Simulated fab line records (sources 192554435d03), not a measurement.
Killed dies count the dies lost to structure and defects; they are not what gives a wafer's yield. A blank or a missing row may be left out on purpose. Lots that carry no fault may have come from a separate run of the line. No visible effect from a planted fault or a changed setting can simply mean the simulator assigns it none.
Matching of chambers :: flow n5_finfet :: pecvd-03 running N5_BEOL_M12_DEP_53: 3 sister chambers
The step deposits SiCN from 3MS/NH3, target thk 30 nm, time 10.5 s. 3 wafers are shown with their chamber, then 9 later ones without.

## EACH WAFER AND ITS CHAMBER
wafer: L083.3
chamber: 0
showerhead_vpp_V (V): 1637

wafer: L086.5
chamber: 2
showerhead_vpp_V (V): 1733

wafer: L086.6
chamber: 1
showerhead_vpp_V (V): 1589

## WAFERS WITHOUT THEIR CHAMBER
wafer: L087.1
showerhead_vpp_V (V): 1757

wafer: L087.3
showerhead_vpp_V (V): 1636

wafer: L087.6
showerhead_vpp_V (V): 1607

wafer: L092.1
showerhead_vpp_V (V): 1728

wafer: L092.4
showerhead_vpp_V (V): 1615

wafer: L092.6
showerhead_vpp_V (V): 1778

wafer: L090.1
showerhead_vpp_V (V): 1621

wafer: L090.3
showerhead_vpp_V (V): 1781

wafer: L090.4
showerhead_vpp_V (V): 1627

## CHAMBER TAKEN BY EACH
wafer: L087.1
from the rows above: 2
in truth: 2

wafer: L087.3
from the rows above: can't be placed: 0 or 1
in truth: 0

wafer: L087.6
from the rows above: can't be placed: 1 or 0
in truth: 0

wafer: L092.1
from the rows above: 2
in truth: 2

wafer: L092.4
from the rows above: can't be placed: 0 or 1
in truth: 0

wafer: L092.6
from the rows above: 2
in truth: 2

wafer: L090.1
from the rows above: can't be placed: 0 or 1
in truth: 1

wafer: L090.3
from the rows above: 2
in truth: 2

wafer: L090.4
from the rows above: can't be placed: 0 or 1
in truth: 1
Correct placement for 4 of the 9. From these rows, 5 cannot be placed; in 5 the true chamber is one of the candidates. Placed wrongly: 0.
How it was worked out, from the rows above alone: a wafer's distance from a chamber is the root of the sum, over the readings, of the square of ((its reading less the chamber's mean) divided by the reading's scatter). The wafer belongs to the nearest chamber; if the next one is less than 2 further off, it can't be placed. The mean given for a chamber averages the wafers shown for that chamber. The scatter (one wafer shown for each chamber): square how far every hidden wafer sits from the nearest shown wafer, average those squares and take the square root.
